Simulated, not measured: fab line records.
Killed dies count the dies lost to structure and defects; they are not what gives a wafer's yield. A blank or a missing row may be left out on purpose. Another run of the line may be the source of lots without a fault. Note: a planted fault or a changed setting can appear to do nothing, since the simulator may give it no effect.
fab line records	flow n5-finfet
record: lots: 6	wafers: 18	last-day: 18
route steps=1938 shown START@1 ZERO_LAYER@2 BEOL_M4@1111 PASSIVATION@1936
lots that met no fault: from a run of the same line without faults
start-h: hours from the record's opening day to when the first of the lot's shown wafers began	wait-h: hours elapsed since this lot's preceding step	" repeats the value in the row above	L1.1+2: a single row standing in for several wafers	- no value, or no start given	* or withheld: withheld	< > ~ a bound
route shown NAME@n: a module of which the file shows steps, and the number in the route of the first	usual: mean and standard deviation over wafers with no fault	same: alike in all rows	chamber/n: place in a boat	sites: each site's reading	_std_site: the values' standard deviation	_edge_site: the outer-site mean with the inner-site mean subtracted	radius-mm: for every site, how far away it sits from the centre of the wafer	mask NAME#n: copy n	behind: the tool/chamber that last shaped the wafer	hold: what put the lot on hold/how long, in hours/how the hold closed	device: which transistor (n, p or np) failed to switch	end of line: tests run on the same wafers once the route is complete	where a step has no rows: the recipe by itself	killed: not the wafer's yield, but the dies lost to structure and defects at the first sort	map: a wafer's dies, x killed, . not, _ none there
set.NAME: setting as actually run; set.NAME@STEP: the setting as run at that earlier step	model.NAME: the simulator's own value behind a step, which no gauge read
lots seen at some steps along the route; tables by step, rows by wafer
services: the hour from which a tool's chamber was out of use, counted from the record's first day as start-h (under 0 if before that day), plus the number of hours and why
== steps ==
step: N5_START_INSPECT_01
recipe: inspect-instrument: unpatterned-scan	mode: incoming
usual: raw-defect-count: 5.4/2
lot.wafer	tool	chamber	start-h	wait-h	raw-defect-count
L916.1	defect-inspect-01	-	24.03	-	6
L916.3	"	-	"	"	6
L916.5	"	-	"	"	3
L925.1	defect-inspect-02	-	78.03	-	4
L925.5	"	-	"	"	2
L925.6	"	-	"	"	4
L930.1	defect-inspect-01	-	108.03	-	3
L930.5	"	-	"	"	6
L930.6	"	-	"	"	5
L931.1	defect-inspect-01	-	114.03	-	6
L931.4	"	-	"	"	6
L931.6	"	-	"	"	4
L934.1	defect-inspect-02	-	132.03	-	3
L934.5	"	-	"	"	2
L934.6	"	-	"	"	5
L936.2	defect-inspect-02	-	144.03	-	4
L936.4	"	-	"	"	9
L936.6	"	-	"	"	3
step: N5_ZERO_LAYER_PRECLEAN_00
recipe: chemistry: SPM	time-s: 600	temp-c: 120	mix: 4:1
step: N5_ZERO_LAYER_SRD_01
recipe: time-s: 30	temp-c: 23	rinse-liquid: diw	dry: n2-spin	spin-rpm: 1500	dry-time-s: 30
step: N5_ZERO_LAYER_PECVD_02
recipe: material: SiO2	target-thk-a: 100	temp-c: 400	precursor: SiH4/N2O	pressure-torr: 0.75	rf-w: 275	time-s: 6
usual: heater-power-w: 785/110	rf-fwd-power-W: 272.9/1.3	showerhead-plenum-p-Torr: 8.16/0.18
lot.wafer	tool	chamber	start-h	wait-h	heater-power-w	rf-fwd-power-W	showerhead-plenum-p-Torr
L916.1	pecvd-04	0	24.28	0.0	826	272.6	8.27
L916.3	"	1	"	"	741	273.9	8.10
L916.5	"	0	"	"	839	273.4	8.25
L925.1	pecvd-03	1	78.28	0.0	1044	271.2	8.29
L925.5	"	0	"	"	705	274.5	8.42
L925.6	"	2	"	"	880	269.8	8.00
L930.1	pecvd-04	2	108.28	0.0	812	273.8	7.96
L930.5	"	1	"	"	727	271.5	8.16
L930.6	"	2	"	"	832	273.5	7.94
L931.1	pecvd-02	2	114.28	0.0	612	274.3	7.90
L931.4	"	0	"	"	713	273.0	8.33
L931.6	"	1	"	"	662	274.0	7.96
L934.1	pecvd-04	2	132.28	0.0	684	273.6	7.97
L934.5	"	2	"	"	684	273.3	7.94
L934.6	"	1	"	"	767	273.9	8.14
L936.2	pecvd-02	0	144.29	0.0	831	273.9	8.31
L936.4	"	0	"	"	816	273.0	8.32
L936.6	"	2	"	"	699	274.8	7.92
step: N5_ZERO_LAYER_HMDS_04
recipe: time-s: 60	temp-c: 120
step: N5_ZERO_LAYER_COAT_05
recipe: spin-rpm: 1500	resist-thk-nm: 1000
usual: exhaust-pa: 44.9/0.9	resist-line-temp-C: 23.01/0.11	spin-speed-rpm: 1499.9/0.97
lot.wafer	tool	chamber	start-h	wait-h	exhaust-pa	resist-line-temp-C	spin-speed-rpm	model.coat_of_ZERO_LAYER_COAT_05.thk-nm
L916.1	litho-track-03	0	24.36	-	44.5	22.97	1499.4	1000
L916.3	"	0	"	"	45.3	23.04	1500.1	998
L916.5	"	0	"	"	44.7	23.09	1500.1	1000
L925.1	litho-track-04	0	78.36	-	45.3	23.01	1501.1	1008
L925.5	"	0	"	"	44.9	23.14	1503.5	1001
L925.6	"	0	"	"	45.2	22.87	1499.8	1001
L930.1	litho-track-03	0	108.36	-	44.5	22.79	1564.0	978
L930.5	"	0	"	"	44.0	22.91	1563.0	980.3
L930.6	"	0	"	"	43.2	22.98	1562.6	977.9
L931.1	litho-track-04	0	114.36	-	45.0	23.05	1501.4	998.4
L931.4	"	0	"	"	45.3	23.11	1500.3	999.8
L931.6	"	0	"	"	45.4	23.11	1498.9	1000
L934.1	litho-track-03	0	132.36	-	44.0	22.95	1562.6	979
L934.5	"	0	"	"	45.7	22.88	1563.5	980.3
L934.6	"	0	"	"	45.2	22.81	1563.3	980
L936.2	litho-track-05	0	144.37	-	46.1	23.04	1500.5	1008
L936.4	"	0	"	"	45.1	22.94	1500.6	1007
L936.6	"	0	"	"	45.2	23.11	1498.6	1007
step: N5_ZERO_LAYER_EBR_07
recipe: solvent: PGMEA	ebr-width-mm: 1.5
step: N5_ZERO_LAYER_SOFTBAKE_06
recipe: temp-c: 100	time-s: 90
step: N5_ZERO_LAYER_EXPOSE_08
recipe: mask-id: ZERO	na: 0.55	source-shape: conventional	sigma-outer: 0.8	polarization: unpolarized	defocus-nm: 0	target-cd-nm: 2000	dose-mj: 16.2
step: N5_ZERO_LAYER_PEB_09
recipe: peb-temp-c: withheld	peb-time-s: *
step: N5_ZERO_LAYER_DEVELOP_10
recipe: develop-time-s: 60	rinse-liquid: diw	dry: air-spin	dev-temp-c: 21
step: N5_ZERO_LAYER_HARDBAKE_23
recipe: temp-c: 130	time-s: 120
step: N5_ZERO_LAYER_CD_MEAS_11
recipe: target-cd-nm: 2000	landing-energy-ev: 500	detector: se-inlens
usual: cd-nm: 1999.9/1.7
lot.wafer	tool	chamber	start-h	wait-h	cd-nm
L916.1	cd-sem-01	0	24.64	-	2000.0
L916.3	"	0	"	"	2000.3
L916.5	"	0	"	"	1998.5
L925.1	cd-sem-01	0	78.77	-	1997.3
L925.5	"	0	"	"	1998.4
L925.6	"	0	"	"	1996.8
L930.1	cd-sem-03	0	108.77	-	1999.9
L930.5	"	0	"	"	1998.8
L930.6	"	0	"	"	2000.5
L931.1	cd-sem-03	0	114.77	-	2000.2
L931.4	"	0	"	"	1998.0
L931.6	"	0	"	"	1999.3
L934.1	cd-sem-01	0	132.77	-	2001.3
L934.5	"	0	"	"	2003.1
L934.6	"	0	"	"	2002.3
L936.2	cd-sem-03	0	144.77	-	1999.0
L936.4	"	0	"	"	1999.1
L936.6	"	0	"	"	2001.0
step: N5_ZERO_LAYER_DESCUM_16
recipe: chemistry: O2	time-s: 7.9	source-power-w: 50	bias-power-w: 20	pressure-mtorr: 20	rf-frequency-hz: 2.712e+07	temp-c: 40	o2-flow-sccm: 225
usual: drypump-motor-current-A: 5.5/0.5	oes-product-au: 0.78/0.058	rf-fwd-power-W: 49.34/0.28	rf-vpp-V: 242.9/1.4	showerhead-plenum-p-Torr: 2.06/0.077	temp-c: 39.98/0.12	throttle-valve-pct: 20.32/0.15
lot.wafer	tool	chamber	start-h	wait-h	drypump-motor-current-A	oes-product-au	rf-fwd-power-W	rf-hours-counter-h	rf-vpp-V	showerhead-plenum-p-Torr	temp-c	throttle-valve-pct
L916.1	rie-diel-01	0	24.68	0.0	5.4	0.84	49.02	63	241.1	1.95	40.01	20.15
L916.3	"	3	"	"	5.7	0.73	49.69	189	244.1	2.07	39.79	20.38
L916.5	"	0	"	"	5.4	0.84	48.97	-	242.7	1.95	39.96	20.15
L925.1	rie-diel-06	2	78.80	0.0	5.0	0.78	48.96	121	242.3	2.01	39.82	20.26
L925.5	"	1	"	"	5.0	0.80	49.26	-	241.3	2.02	40.15	20.40
L925.6	"	2	"	"	5.0	0.78	49.27	-	242.2	2.01	39.91	20.28
L930.1	rie-diel-02	2	108.80	0.0	5.1	0.77	49.61	138	242.8	2.00	39.90	20.25
L930.5	"	3	"	"	5.9	0.79	49.57	-	243.0	2.11	40.02	20.35
L930.6	"	1	"	"	6.3	0.79	49.54	-	241.6	2.01	39.94	20.20
L931.1	rie-diel-06	2	114.80	0.0	5.0	0.77	48.98	132	241.6	2.00	40.11	20.29
L931.4	"	1	"	"	5.0	0.79	49.18	123	243.3	2.02	40.02	20.42
L931.6	"	2	"	"	5.0	0.76	48.60	-	242.6	2.00	39.87	20.29
L934.1	rie-diel-02	0	132.80	0.0	5.2	0.90	49.58	33	246.1	2.23	39.85	20.10
L934.5	"	0	"	"	5.2	0.90	49.59	-	245.6	2.23	40.01	20.09
L934.6	"	1	"	"	6.3	0.78	49.61	-	242.3	2.01	39.89	20.22
L936.2	rie-diel-06	2	145.05	0.3	5.0	0.76	49.20	143	240.9	2.00	40.25	20.31
L936.4	"	3	"	"	5.6	0.68	49.22	219	240.2	1.98	39.94	20.33
L936.6	"	2	"	"	5.0	0.76	49.28	-	243.3	2.00	39.90	20.31
step: N5_ZERO_LAYER_ETCH_17
recipe: chemistry: CF4	target: SiO2	target-depth-a: 120	time-s: 13.3	ion-energy-ev: 350	pressure-mtorr: 40	source-w: 450	bias-w: 215	Ar_flow_sccm: 100	cf4-flow-sccm: 100
usual: drypump-motor-current-A: 5.5/0.5	mfc-ar-sccm: 100.0/0.32	oes-product-au: 0.78/0.058	rf-fwd-power-W: 446.0/1.9	rf-vpp-V: 947/4.8	showerhead-plenum-p-Torr: 2.11/0.074	throttle-valve-pct: 15.58/0.18
lot.wafer	tool	chamber	start-h	wait-h	drypump-motor-current-A	mfc-ar-sccm	oes-product-au	rf-fwd-power-W	rf-hours-counter-h	rf-vpp-V	showerhead-plenum-p-Torr	throttle-valve-pct
L916.1	rie-diel-01	0	24.71	0.0	5.4	99.8	0.85	442.7	63	939	2.01	15.36
L916.3	"	3	"	"	5.8	100.3	0.73	448.0	189	949	2.14	15.71
L916.5	"	0	"	"	5.4	100.0	0.85	444.3	-	939	2.01	15.35
L925.1	rie-diel-06	2	78.84	0.0	5.0	99.2	0.78	443.5	121	945	2.08	15.60
L925.5	"	1	"	"	4.9	100.1	0.80	444.5	-	943	2.08	15.64
L925.6	"	2	"	"	5.0	99.8	0.78	444.8	-	944	2.08	15.62
L930.1	rie-diel-02	2	108.84	0.0	5.1	100.0	0.77	445.5	138	943	2.07	15.57
L930.5	"	3	"	"	5.9	100.0	0.79	448.7	-	950	2.16	15.60
L930.6	"	1	"	"	6.3	100.0	0.80	449.5	-	942	2.06	15.40
L931.1	rie-diel-06	2	114.84	0.0	5.0	99.5	0.75	446.1	132	943	2.07	15.64
L931.4	"	1	"	"	4.9	100.2	0.80	444.2	123	943	2.07	15.67
L931.6	"	2	"	"	5.0	99.7	0.76	446.3	-	942	2.07	15.64
L934.1	rie-diel-02	0	132.84	0.0	5.2	99.9	0.90	445.5	33	956	2.27	15.26
L934.5	"	0	"	"	5.2	99.6	0.89	448.5	-	957	2.27	15.26
L934.6	"	1	"	"	6.3	100.3	0.79	448.2	-	945	2.05	15.43
L936.2	rie-diel-06	2	145.09	0.0	5.0	99.8	0.75	443.8	143	943	2.07	15.67
L936.4	"	3	"	"	5.6	100.0	0.68	447.1	219	943	2.03	15.60
L936.6	"	2	"	"	5.0	99.1	0.75	444.4	-	943	2.07	15.66
step: N5_ZERO_LAYER_ETCH_18
recipe: chemistry: HBr/Cl2	target: Si	target-depth-a: 1200	time-s: 40	pressure-mtorr: 10	icp-w: 800	bias-w: 75	HBr_flow_sccm: 150	Cl2_flow_sccm: 80
usual: drypump-motor-current-A: 5.7/0.46	oes-product-au: 1.004/0.013	rf-fwd-power-W: 795.5/2.7	throttle-valve-pct: 36.14/0.25
lot.wafer	tool	chamber	start-h	wait-h	drypump-motor-current-A	oes-product-au	rf-fwd-power-W	rf-hours-counter-h	throttle-valve-pct	model.coat_of_ZERO_LAYER_COAT_05.thk-nm
L916.1	rie-si-05	0	24.79	0.0	5.5	1.010	792.5	113	36.19	929.8
L916.3	"	1	"	"	5.6	1.007	793.8	127	35.89	928.5
L916.5	"	2	"	"	5.4	1.005	796.3	-	36.67	930
L925.1	rie-si-06	0	78.91	0.0	5.8	1.023	803.3	114	36.00	938.5
L925.5	"	0	"	"	5.8	1.020	799.6	-	36.02	931.5
L925.6	"	1	"	"	4.9	1.014	799.4	-	36.11	931.4
L930.1	rie-si-02	1	108.91	0.0	5.4	0.976	796.5	109	35.71	908.7
L930.5	"	1	"	"	5.4	0.977	800.3	-	35.73	910.3
L930.6	"	2	"	"	6.2	0.997	791.5	-	36.11	908.3
L931.1	rie-si-05	3	114.91	0.0	6.4	0.990	793.3	126	36.19	928.5
L931.4	"	0	"	"	5.5	1.022	790.8	115	36.20	929.7
L931.6	"	1	"	"	5.6	1.007	795.4	-	35.89	930.3
L934.1	rie-si-05	3	132.92	0.1	6.4	0.988	792.3	126	36.18	909.1
L934.5	"	0	"	"	5.5	1.016	791.9	-	36.18	910.2
L934.6	"	1	"	"	5.6	1.010	796.3	-	35.89	910.5
L936.2	rie-si-02	3	145.16	0.0	6.0	0.988	794.9	74	36.05	938.9
L936.4	"	1	"	"	5.4	0.984	796.9	110	35.71	938
L936.6	"	1	"	"	5.3	0.980	796.3	-	35.71	938.1
step: N5_ZERO_LAYER_STRIP_24
recipe: chemistry: O2	power-w: 1000	temp-c: 250	overash-fraction: 0.3	pressure-mtorr: 1000	o2-flow-sccm: 6750
usual: drypump-motor-current-A: 5.57/0.18	heater-power-w: 347/27	oes-product-au: 0.647/0.0049	strip-time-to-endpoint-s: 43.88/0.1	temp-c: 250.02/0.19
lot.wafer	tool	chamber	start-h	wait-h	drypump-motor-current-A	heater-power-w	oes-product-au	rf-hours-counter-h	strip-time-to-endpoint-s	temp-c
L916.1	plasma-asher-02	1	24.89	0.1	5.74	335	0.643	29	43.83	249.84
L916.3	"	1	"	"	5.73	337	0.649	-	43.79	250.38
L916.5	"	0	"	"	5.39	343	0.652	-	43.84	250.05
L925.1	plasma-asher-01	1	79.06	0.1	5.76	394	0.647	91	44.09	249.71
L925.5	"	0	"	"	5.38	321	0.651	-	43.88	249.90
L925.6	"	1	"	"	5.75	385	0.653	-	43.87	250.03
L930.1	plasma-asher-02	1	109.02	0.1	5.74	341	0.641	46	43.19	249.97
L930.5	"	1	"	"	5.75	334	0.647	-	43.24	249.90
L930.6	"	0	"	"	5.39	340	0.652	-	43.18	250.19
L931.1	plasma-asher-02	0	115.02	0.1	5.36	340	0.645	47	43.79	250.30
L931.4	"	0	"	"	5.39	343	0.646	-	43.83	249.88
L931.6	"	0	"	"	5.38	345	0.640	-	43.86	249.91
L934.1	plasma-asher-01	0	133.03	0.1	5.38	322	0.644	100	43.19	249.91
L934.5	"	0	"	"	5.40	323	0.645	-	43.24	249.69
L934.6	"	1	"	"	5.76	389	0.649	-	43.24	249.70
L936.2	plasma-asher-02	1	145.26	0.1	5.73	345	0.653	53	44.09	249.92
L936.4	"	1	"	"	5.74	336	0.646	-	44.08	249.77
L936.6	"	1	"	"	5.72	339	0.644	-	44.08	249.85
step: N5_ZERO_LAYER_STRIP_19
recipe: chemistry: SPM	time-s: 900	temp-c: 130	h2so4-h2o2-vol-ratio: 4	dry: ipa-marangoni
step: N5_BEOL_M4_RC_MEAS_101
usual: DIBL_N: 36.5/1.4	DIBL_P: 36.9/1.7	IOFF_N: 0.163/0.023	IOFF_P: 0.22/0.032	ION_N: 673/9	ION_P: 462/7.5	SS_N: 71.6/0.54	SS_P: 73.4/0.62	VT_N: 249.8/2.8	VT_P: -250/3.5
lot.wafer	tool	chamber	start-h	wait-h	DIBL_N[mV/V]	DIBL_P[mV/V]	IOFF_N[nA/um]	IOFF_P[nA/um]	ION_N[uA/um]	ION_P[uA/um]	SS_N[mV/dec]	SS_P[mV/dec]	VT_N[mV]	VT_P[mV]
L916.1	prober-02	0	182.40	0.0	37.6	37.2	0.176	0.26	679	470	72.2	73.9	249.2	-246
L916.3	"	0	"	"	37.6	37.6	0.183	0.27	689	477	72.1	74.1	245.5	-243
L916.5	"	0	"	"	37.1	37.0	0.169	0.27	670	468	71.8	73.5	247.0	-248
L925.1	prober-02	0	246.76	0.0	37.3	38.7	0.190	0.22	684	462	72.1	73.4	245.6	-252
L925.5	"	0	"	"	38.1	39.3	0.207	0.24	676	450	72.2	74.1	245.3	-251
L925.6	"	0	"	"	37.2	38.3	0.183	0.21	676	451	72.1	73.3	247.5	-253
L930.1	prober-02	0	272.75	0.0	37.6	38.5	0.189	0.23	686	463	72.4	73.5	245.7	-251
L930.5	"	0	"	"	35.5	35.7	0.147	0.20	657	456	71.5	72.8	249.1	-250
L930.6	"	0	"	"	38.1	37.6	0.191	0.23	664	456	72.3	73.9	246.6	-250
L931.1	prober-02	0	276.53	0.0	36.5	38.4	0.171	0.22	669	457	71.6	73.4	248.7	-248
L931.4	"	0	"	"	36.6	38.5	0.178	0.23	683	469	72.6	72.7	249.9	-249
L931.6	"	0	"	"	36.5	38.4	0.169	0.22	681	467	71.5	73.4	249.4	-252
L934.1	prober-02	0	282.12	0.0	34.8	36.2	0.133	0.17	662	451	70.5	73.5	252.7	-255
L934.5	"	0	"	"	34.5	36.6	0.137	0.17	670	450	70.9	73.3	251.2	-252
L934.6	"	0	"	"	34.7	36.0	0.135	0.16	663	451	71.5	72.9	251.8	-258
L936.2	prober-02	0	310.03	0.2	37.8	36.4	0.151	0.20	665	457	72.0	73.1	253.7	-251
L936.4	"	0	"	"	37.6	36.6	0.159	0.21	675	461	72.3	73.2	249.4	-250
L936.6	"	0	"	"	36.4	35.7	0.138	0.19	663	454	71.3	73.0	255.7	-251
step: N5_PASSIVATION_PROBE_49
usual: defect-limited-yield: 91.2/1.4	killed_at_M0_to_M3: 35/11	killed_at_M4_up: 12/4.2	killed-at-contacts: 13/5.6	killed-at-front-end: 40/12	killed-at-other: 3.3/2.6	killed-dies: 103/17	killed-open: 68/12	killed-short: 34/7.6	sort_bin_5_function: 5.1/0.95	sort_bin_6_memory: 3.3/0.68	sort-n-pass: 1077/17	sort-yield-pct: 91.2/1.4
same: gross-dies: 1180	killed-at-back-side: 0	sort_bin_4_leakage[%]: 0	sort_bin_8_speed[%]: 0
lot.wafer	tool	chamber	start-h	wait-h	defect-limited-yield[%]	killed_at_M0_to_M3	killed_at_M4_up	killed-at-contacts	killed-at-front-end	killed-at-other	killed-dies	killed-open	killed-short	sort_bin_5_function[%]	sort_bin_6_memory[%]	sort-n-pass	sort-yield-pct[%]
L925.1	prober-01	-	351.10	0.0	92.0	23	12	2	51	6	94	62	32	5.2	2.5	1086	92.0
L925.5	prober-01	-	351.30	0.2	90.3	42	12	4	51	5	114	71	42	6.2	3.1	1066	90.3
L925.6	prober-01	-	351.35	0.3	89.8	35	13	5	57	10	120	78	42	6.2	3.6	1060	89.8
L930.1	prober-02	-	374.74	0.0	92.0	31	13	15	33	2	94	61	33	4.5	3.0	1086	92.0
L930.5	prober-02	-	374.94	0.2	91.6	39	17	16	24	3	99	61	35	4.5	3.6	1081	91.6
L930.6	prober-02	-	374.99	0.3	91.2	47	15	10	29	3	104	68	36	5.4	3.2	1076	91.2
killed by level:class
L925.1 FIN_SAQP:geometric-particle:open=10 FIN_SAQP:geometric-particle:short=10 BEOL_M0_SAQP:geometric-particle:open=10 GATE_CUT:geometric-particle:short=8 BEOL_M4:geometric-particle:open=8 STI_FIN_REVEAL:geometric-particle:open=6 GATE_CUT:geometric-particle:open=6 MIM_BOT:geometric-particle:short=3
L925.5 FIN_SAQP:geometric-particle:short=14 FIN_SAQP:geometric-particle:open=11 STI_FIN_REVEAL:geometric-particle:open=11 BEOL_M2:geometric-particle:open=10 BEOL_M0_SAQP:geometric-particle:open=6 BEOL_M0_SAQP:geometric-particle:short=6 BEOL_M4:geometric-particle:open=6 BEOL_M3:geometric-particle:open=6
L925.6 FIN_SAQP:geometric-particle:open=15 STI_FIN_REVEAL:geometric-particle:open=13 FIN_SAQP:geometric-particle:short=11 BEOL_M2:geometric-particle:open=10 BEOL_M4:geometric-particle:open=9 BEOL_M1:geometric-particle:open=8 BEOL_M0_SAQP:geometric-particle:short=6 BEOL_M2:geometric-particle:short=6
L930.1 BEOL_M0_SAQP:geometric-particle:short=12 BEOL_M0_SAQP:geometric-particle:open=10 MOL_CONTACT_COAG:geometric-particle:open=9 FIN_SAQP:geometric-particle:open=8 DUMMY_GATE:geometric-particle:open=8 MOL_CONTACT_COAG:geometric-particle:short=6 STI_FIN_REVEAL:geometric-particle:open=5 BEOL_M4:geometric-particle:open=4
L930.5 MOL_CONTACT_COAG:geometric-particle:open=13 BEOL_M3:geometric-particle:open=10 BEOL_M0_SAQP:geometric-particle:short=9 BEOL_M0_SAQP:geometric-particle:open=8 GATE_CUT:geometric-particle:short=5 BEOL_M0:geometric-particle:open=4 BEOL_M4:geometric-particle:open=4 BEOL_M6:geometric-particle:open=4
L930.6 BEOL_M1:geometric-particle:open=13 BEOL_M0_SAQP:geometric-particle:open=9 BEOL_M3:geometric-particle:open=9 MOL_CONTACT_COAG:geometric-particle:open=8 BEOL_M0_SAQP:geometric-particle:short=7 GATE_CUT:geometric-particle:short=6 FIN_SAQP:geometric-particle:short=5 FIN_SAQP:geometric-particle:open=5
== services ==
tool	chamber	start-h	hours	kind
rie-diel-01	1	16.98	6.8	repair
pecvd-02	2	21.12	-	clean
pecvd-02	2	21.12	-	consumable-replace:showerhead
pecvd-02	2	21.12	29.0	scheduled-down
pecvd-02	2	21.12	29.0	vent-cycle
pecvd-03	0	36.80	2.1	scheduled-down
rie-si-06	1	37.16	9.8	repair
pecvd-03	1	40.25	5.5	scheduled-down
rie-si-02	1	40.66	6.6	repair
rie-si-05	2	42.91	7.4	repair
pecvd-02	-	54.93	1.2	repair
litho-track-05	-	55.12	-	consumable-replace:filter
pecvd-02	-	59.96	1.3	repair
plasma-asher-02	-	61.68	3.9	repair
pecvd-02	-	66.99	14.6	pm
rie-si-06	2	77.98	1.8	repair
rie-diel-01	-	89.90	2.8	pm
rie-diel-02	0	100.79	3.5	repair
rie-diel-02	0	104.59	9.6	repair
rie-si-06	2	121.58	4.2	repair
rie-diel-02	3	125.78	8.9	repair
== key ==
first-sign: step: N5_ZERO_LAYER_COAT_05	reading: spin-speed-rpm	direction: up	sigmas: 65	usual: *	struck: *
effect: step: N5_ZERO_LAYER_STRIP_24	reading: strip-time-to-endpoint-s	direction: down	sigmas: 6.6	usual: *	struck: *
model-effect: step: N5_ZERO_LAYER_COAT_05	value: coat_of_ZERO_LAYER_COAT_05.thk-nm	without: 999.7	struck: 979.3
model-effect: step: N5_ZERO_LAYER_ETCH_18	value: coat_of_ZERO_LAYER_COAT_05.thk-nm	without: 929.9	struck: 909.5
met-at N5_ZERO_LAYER_COAT_05
struck-wafers L930.1,L930.5,L930.6,L934.1,L934.5,L934.6
onset-between 24.36 108.36
fault: kind: process-parameter-drift	tool: litho-track-03	chamber: -	onset-h: 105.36	steps: N5_ZERO_LAYER_COAT_05	channel: spin-rpm	offset: *	shape: step	end-h: 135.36	acts-in: *	stated: *
